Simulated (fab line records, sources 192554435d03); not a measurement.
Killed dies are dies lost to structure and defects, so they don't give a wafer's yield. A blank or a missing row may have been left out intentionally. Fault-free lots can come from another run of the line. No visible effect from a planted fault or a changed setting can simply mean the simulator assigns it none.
Chamber matching | flow n5_finfet | N5_BEOL_M1_ALD_98 on ald_sin-01 has 4 sister chambers
The step deposits SiO2, target thk 2.5 nm, pulse time 1 s, co reactant pulse time 1 s. 8 wafers are shown with their chamber, then 12 later ones without.

== WAFERS, EACH WITH ITS CHAMBER ==
wafer  | chamber | heater_power_w (W) | precursor_pulse_height_rel
L085.1 | 0       | 85                 | 1.009
L085.6 | 0       | 82                 | 0.995
L086.3 | 2       | 78                 | 1.001
L086.4 | 1       | 77                 | 1.007
L086.5 | 1       | 79                 | 0.940
L088.3 | 3       | 74                 | 0.972
L088.5 | 3       | 75                 | 1.003
L088.6 | 2       | 75                 | 1.013

== WAFERS WITHOUT THEIR CHAMBER ==
wafer  | heater_power_w (W) | precursor_pulse_height_rel
L091.1 | 77                 | 1.033
L091.2 | 75                 | 0.977
L091.4 | 79                 | 0.999
L092.1 | 83                 | 1.022
L092.2 | 78                 | 1.040
L092.3 | 75                 | 0.990
L093.1 | 78                 | 0.989
L093.3 | 74                 | 0.968
L093.5 | 75                 | 0.979
L095.2 | 78                 | 1.020
L095.3 | 77                 | 1.010
L095.6 | 83                 | 0.992

== EACH ONE'S CHAMBER ==
wafer  | from the rows above               | in truth
L091.1 | can't be placed: 2 or 3 or 1      | 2
L091.2 | can't be placed: 3 or 2 or 1      | 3
L091.4 | can't be placed: 1 or 2 or 0 or 3 | 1
L092.1 | 0                                 | 0
L092.2 | can't be placed: 2 or 1 or 3      | 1
L092.3 | can't be placed: 3 or 2 or 1      | 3
L093.1 | can't be placed: 1 or 2 or 3      | 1
L093.3 | can't be placed: 3 or 2 or 1      | 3
L093.5 | can't be placed: 3 or 2 or 1      | 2
L095.2 | can't be placed: 2 or 1 or 3      | 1
L095.3 | can't be placed: 2 or 1 or 3      | 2
L095.6 | 0                                 | 0
Correctly placed: 2 of 12. From these rows, 10 cannot be placed; in 10 the true chamber is one of the candidates. Wrongly placed: 0.
How it was worked out, from the rows above alone: a wafer's distance from a chamber is the root of the sum, over the readings, of the square of ((its reading less the chamber's mean) divided by the reading's scatter). If the next closest chamber is less than 2 further off than the closest, the wafer can't be placed; otherwise it belongs to the closest. Each chamber's mean is taken over the wafers shown for it. How the scatter is found: for the shown wafers, subtract from each reading the mean of its chamber, square and add these, divide the total by (wafers less chambers), then take the root.
